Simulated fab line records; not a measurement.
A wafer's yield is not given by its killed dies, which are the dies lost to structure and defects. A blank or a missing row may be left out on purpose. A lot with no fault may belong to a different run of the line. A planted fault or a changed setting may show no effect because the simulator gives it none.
Matching of chambers ; flow n5-finfet ; rie-diel-04 running N5_FIN_CUT_ETCH_21: 4 sister chambers
The step etches SOC in N2/H2, target depth 219 nm, overetch 43.8 nm, time 523.5 s. 14 wafers are shown with their chamber, then 7 later ones without.

## WAFERS PAIRED WITH THEIR CHAMBERS
wafer;chamber;showerhead-plenum-p-Torr (Torr);throttle-valve-pct (%);oes-product-au (a.u.)
L074.2;1;2.49;18.08;0.87
L074.3;0;2.55;17.63;0.72
L074.4;2;2.66;17.56;0.71
L080.2;0;2.55;17.64;0.70
L080.5;3;2.44;17.74;0.71
L080.6;2;2.66;17.57;0.71
L081.1;2;2.65;17.56;0.69
L081.2;3;2.44;17.75;0.70
L081.3;1;2.49;18.10;0.83
L083.2;2;2.65;17.58;0.69
L083.5;3;2.44;17.76;0.70
L083.6;2;2.65;17.58;0.70
L089.1;1;2.48;18.13;0.80
L089.2;2;2.65;17.59;0.69

SIGNATURES (means of the wafers above)
reading;chamber 0;chamber 1;chamber 2;chamber 3;scatter within a chamber
showerhead-plenum-p-Torr;2.5500;2.4867;2.6533;2.4400;0.00447
throttle-valve-pct;17.6350;18.1033;17.5733;17.7500;0.015
oes-product-au;0.7100;0.8333;0.6983;0.7033;0.0179
Rule: a wafer's distance from a chamber is the root of the sum, over the readings, of the square of ((its reading less the chamber's mean) divided by the reading's scatter). The wafer belongs to the nearest chamber; if the next one is less than 2 further off, it can't be placed. The scatter: the root of (the sum of the squares of (reading less its chamber's mean) over the shown wafers, divided by (wafers less chambers)).

## WAFERS WITHOUT THEIR CHAMBER
wafer;showerhead-plenum-p-Torr (Torr);throttle-valve-pct (%);oes-product-au (a.u.)
L089.4;2.44;17.77;0.69
L094.1;2.48;18.14;0.78
L094.2;2.43;17.79;0.69
L094.3;2.54;17.69;0.69
L097.1;2.54;17.69;0.68
L097.3;2.48;18.14;0.79
L097.6;2.54;17.69;0.69

## THE CHAMBER EACH PASSED THROUGH
wafer;from the rows above;in truth
L089.4;3;3
L094.1;1;1
L094.2;3;3
L094.3;0;0
L097.1;0;0
L097.3;1;1
L097.6;0;0
7 of 7 placed correctly. From these rows, 0 cannot be placed. Number placed wrongly: 0.
